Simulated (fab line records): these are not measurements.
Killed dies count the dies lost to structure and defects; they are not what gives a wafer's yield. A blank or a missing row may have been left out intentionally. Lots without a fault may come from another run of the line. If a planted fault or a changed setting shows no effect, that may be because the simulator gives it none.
Which tool is to blame?    flow nand_harc    15 lots with 45 wafers sampled at 4 steps, on a route of 1302 steps

WHAT THE GAUGES SHOWED, per wafer
The record lacks any reading of a measuring or inspecting step that a usual standard deviation could be used to judge.

EACH LOT AND THE TOOL THAT RAN IT (in order: tool; ch and the chambers of the sampled wafers; start)
lot   NHARC_A_STAIRCASE_ETCH_227                     NHARC_A_STAIRCASE_ETCH_234                     NHARC_A_STAIRCASE_TRIM_235                     NHARC_A_STAIRCASE_PEB_266
L684  rie_diel-06 ch 0,1,3, day 17 13:04 or earlier  rie_diel-04 ch 0,2,3, day 17 13:04 or earlier  rie_diel-04 ch 2,3, day 17 13:04 or earlier    litho_track-05 ch 0, day 17 13:04
L687  rie_diel-06 ch 0,2,3, day 17 15:37 or earlier  rie_diel-04 ch 1,2,3, day 17 15:37 or earlier  rie_diel-04 ch 0,3, day 17 15:37 or earlier    litho_track-07 ch 0, day 17 15:37
L686  rie_diel-06 ch 0,3, day 17 16:38 or earlier    rie_diel-04 ch 0,1,2, day 17 16:38 or earlier  rie_diel-04 ch 0,1,2, day 17 16:38 or earlier  litho_track-05 ch 0, day 17 16:38
L688  rie_diel-04 ch 0,2,3, day 18 03:14 or earlier  rie_diel-04 ch 0,1, day 18 03:14 or earlier    rie_diel-04 ch 0,2,3, day 18 03:14 or earlier  litho_track-03 ch 0, day 18 03:14
L689  rie_diel-06 ch 0,2,3, day 18 04:59 or earlier  rie_diel-02 ch 0,2, day 18 04:59 or earlier    rie_diel-02 ch 0,2,3, day 18 04:59 or earlier  litho_track-07 ch 0, day 18 04:59
L690  rie_diel-06 ch 0,1, day 18 19:29 or earlier    rie_diel-02 ch 0,1,2, day 18 19:29 or earlier  rie_diel-02 ch 1,2,3, day 18 19:29 or earlier  litho_track-03 ch 0, day 18 19:29
L691  rie_diel-02 ch 1,2,3, day 19 14:36 or earlier  rie_diel-06 ch 1,2, day 19 14:36 or earlier    rie_diel-06 ch 0,3, day 19 14:36 or earlier    litho_track-03, day 19 14:36
L693  rie_diel-04 ch 0,1,2, day 20 08:26 or earlier  rie_diel-04 ch 2,3, day 20 08:26 or earlier    rie_diel-04 ch 1,2, day 20 08:26 or earlier    litho_track-07, day 20 08:26
L692  rie_diel-06 ch 0,1,3, day 20 10:07 or earlier  rie_diel-06 ch 0,1, day 20 10:07 or earlier    rie_diel-06 ch 0,1,2, day 20 10:07 or earlier  litho_track-07, day 20 10:07
L701  rie_diel-06 ch 0,3, day 24 07:34 or earlier    rie_diel-02 ch 1,2,3, day 24 07:34 or earlier  rie_diel-02 ch 0,1,3, day 24 07:34 or earlier  litho_track-07 ch 0, day 24 07:34
L703  rie_diel-04 ch 0,1, day 24 11:04 or earlier    rie_diel-02 ch 0,1,2, day 24 11:04 or earlier  rie_diel-02 ch 0,1,3, day 24 11:04 or earlier  litho_track-05 ch 0, day 24 11:04
L702  rie_diel-02 ch 1,2,3, day 24 12:10 or earlier  rie_diel-02 ch 0,2, day 24 12:10 or earlier    rie_diel-02 ch 0,2,3, day 24 12:10 or earlier  litho_track-05 ch 0, day 24 12:10
L705  rie_diel-06 ch 1,2,3, day 25 04:09 or earlier  rie_diel-04 ch 1,2, day 25 04:09 or earlier    rie_diel-04 ch 0,1,2, day 25 04:09 or earlier  litho_track-03 ch 0, day 25 04:09
L707  rie_diel-04 ch 0,1, day 26 03:38 or earlier    rie_diel-02 ch 0,1,2, day 26 03:38 or earlier  rie_diel-02 ch 0,1,2, day 26 03:38 or earlier  litho_track-03 ch 0, day 26 03:38
L706  rie_diel-06 ch 0,1, day 25 23:04 or earlier    rie_diel-04 ch 0,3, day 25 23:04 or earlier    rie_diel-04 ch 1,2,3, day 25 23:04 or earlier  litho_track-03 ch 0, day 25 23:04
- NHARC_A_STAIRCASE_ETCH_227: etches the open film in C4F8/O2, target depth 100 nm, time 40.5 s.
- NHARC_A_STAIRCASE_ETCH_234: etches the open film in C4F8/O2, target depth 100 nm, time 40.5 s.
- NHARC_A_STAIRCASE_TRIM_235: chemistry O2, time 211.2 s.
- NHARC_A_STAIRCASE_PEB_266: peb time 130 s.

AS READ BY THE TOOLS THEMSELVES (means over the sampled wafers that have a number; for cases with no such wafer, the mark the record gives instead)
NHARC_A_STAIRCASE_ETCH_227. Usual: oes_product_au 0.942 a.u., standard deviation 0.013; rf_vpp_V 894 V, standard deviation 6.
lot   tool         oes_product_au (a.u.)  rf_vpp_V (V)  flag
L684  rie_diel-06  0.951                  901           
L687  rie_diel-06  0.935                  897           
L686  rie_diel-06  0.936                  903           
L688  rie_diel-04  0.933                  888           
L689  rie_diel-06  0.925                  897           
L690  rie_diel-06  0.932                  898           
L691  rie_diel-02  0.941                  891           
L693  rie_diel-04  0.941                  890           
L692  rie_diel-06  0.933                  899           
L701  rie_diel-06  0.943                  899           
L703  rie_diel-04  0.955                  888           
L702  rie_diel-02  0.941                  891           
L705  rie_diel-06  0.954                  897           
L707  rie_diel-04  0.940                  887           
L706  rie_diel-06  0.941                  897           

NHARC_A_STAIRCASE_ETCH_234. Usual: oes_product_au 0.940 a.u., standard deviation 0.012; rf_vpp_V 893 V, standard deviation 5.4.
lot   tool         oes_product_au (a.u.)  rf_vpp_V (V)  flag
L684  rie_diel-04  0.928                  889           
L687  rie_diel-04  0.927                  889           
L686  rie_diel-04  0.941                  890           
L688  rie_diel-04  0.944                  890           
L689  rie_diel-02  0.945                  892           
L690  rie_diel-02  0.942                  892           
L691  rie_diel-06  0.929                  894           
L693  rie_diel-04  0.933                  888           
L692  rie_diel-06  0.951                  898           
L701  rie_diel-02  0.920                  891           
L703  rie_diel-02  0.947                  891           
L702  rie_diel-02  0.946                  890           
L705  rie_diel-04  0.934                  889           
L707  rie_diel-02  0.954                  891           
L706  rie_diel-04  0.941                  894           

NHARC_A_STAIRCASE_TRIM_235. Usual: drypump_motor_current_A 5.90 A, standard deviation 0.29; oes_product_au 0.998 a.u., standard deviation 0.01; rf_vpp_V 57.7 V, standard deviation 0.96; showerhead_plenum_p_Torr 3.45 Torr, standard deviation 0.15; throttle_valve_pct 17.036 %, standard deviation 0.0083.
lot   tool         drypump_motor_current_A (A)  oes_product_au (a.u.)  rf_vpp_V (V)  showerhead_plenum_p_Torr (Torr)  throttle_valve_pct (%)  flag
L684  rie_diel-04  6.12                         0.993                  57.2          3.32                             17.041                  
L687  rie_diel-04  5.96                         0.998                  57.3          3.31                             17.030                  
L686  rie_diel-04  5.92                         0.985                  58.3          3.36                             17.025                  
L688  rie_diel-04  5.97                         0.989                  56.8          3.33                             17.035                  
L689  rie_diel-02  6.04                         1.000                  57.2          3.40                             17.041                  
L690  rie_diel-02  6.03                         1.007                  57.8          3.42                             17.039                  
L691  rie_diel-06  5.37                         0.991                  58.1          3.62                             17.035                  
L693  rie_diel-04  6.02                         1.000                  58.2          3.37                             17.031                  
L692  rie_diel-06  5.82                         0.992                  57.5          3.52                             17.041                  
L701  rie_diel-02  5.97                         0.998                  57.6          3.33                             17.040                  
L703  rie_diel-02  5.96                         1.006                  57.2          3.32                             17.042                  
L702  rie_diel-02  6.04                         1.002                  58.7          3.38                             17.038                  
L705  rie_diel-04  5.90                         1.005                  57.6          3.33                             17.037                  
L707  rie_diel-02  5.94                         0.996                  58.1          3.39                             17.045                  
L706  rie_diel-04  6.08                         0.997                  57.8          3.50                             17.036                  

NHARC_A_STAIRCASE_PEB_266. Usual: chill_plate_temp_C 23.01 C, standard deviation 0.11; exhaust_pa 45.0 Pa, standard deviation 0.89.
lot   tool            chill_plate_temp_C (C)  exhaust_pa (Pa)  flag
L684  litho_track-05  22.95                   46.2             
L687  litho_track-07  22.99                   45.5             
L686  litho_track-05  22.85                   45.8             
L688  litho_track-03  23.04                   44.4             
L689  litho_track-07  22.92                   44.6             
L690  litho_track-03  23.02                   45.3             
L691  litho_track-03  -                       -                OFF
L693  litho_track-07  -                       -                OFF
L692  litho_track-07  -                       -                OFF
L701  litho_track-07  23.02                   46.1             
L703  litho_track-05  22.98                   44.2             
L702  litho_track-05  23.00                   44.3             
L705  litho_track-03  22.99                   43.6             
L707  litho_track-03  22.99                   44.5             
L706  litho_track-03  23.04                   46.0             

THE ANSWER, worked out from the rows above alone
Rule: a lot is off if the mean of its wafers that have a number lies more than 3 standard deviations from the usual mean. Also off: a lot with no number at a reading for which 4 or more lots have one. All remaining lots with rows at the step are treated as sound. The gauges are gone through in route order, then the tools' own readings, and for those a lot's mean is taken as printed above. At the first step where some lot is off, the reading lying furthest off is the one used; lots without a number count as furthest.
Off: L691, L693, L692 (NHARC_A_STAIRCASE_PEB_266, chill_plate_temp_C). Without a number there: L691, L693, L692.
If a tool, at that step or one of the process steps before it, ran each lot that is off and ran no sound lot following the first of them, it fits. NHARC_A_STAIRCASE_ETCH_227: start missing for some lots; hours and lot order therefore follow NHARC_A_STAIRCASE_PEB_266. NHARC_A_STAIRCASE_ETCH_234: start missing for some lots; hours and lot order therefore follow NHARC_A_STAIRCASE_PEB_266. NHARC_A_STAIRCASE_TRIM_235: start missing for some lots; hours and lot order therefore follow NHARC_A_STAIRCASE_PEB_266. Not one of the candidates tried fits.

WHAT WAS PUT IN BY THE SIMULATOR
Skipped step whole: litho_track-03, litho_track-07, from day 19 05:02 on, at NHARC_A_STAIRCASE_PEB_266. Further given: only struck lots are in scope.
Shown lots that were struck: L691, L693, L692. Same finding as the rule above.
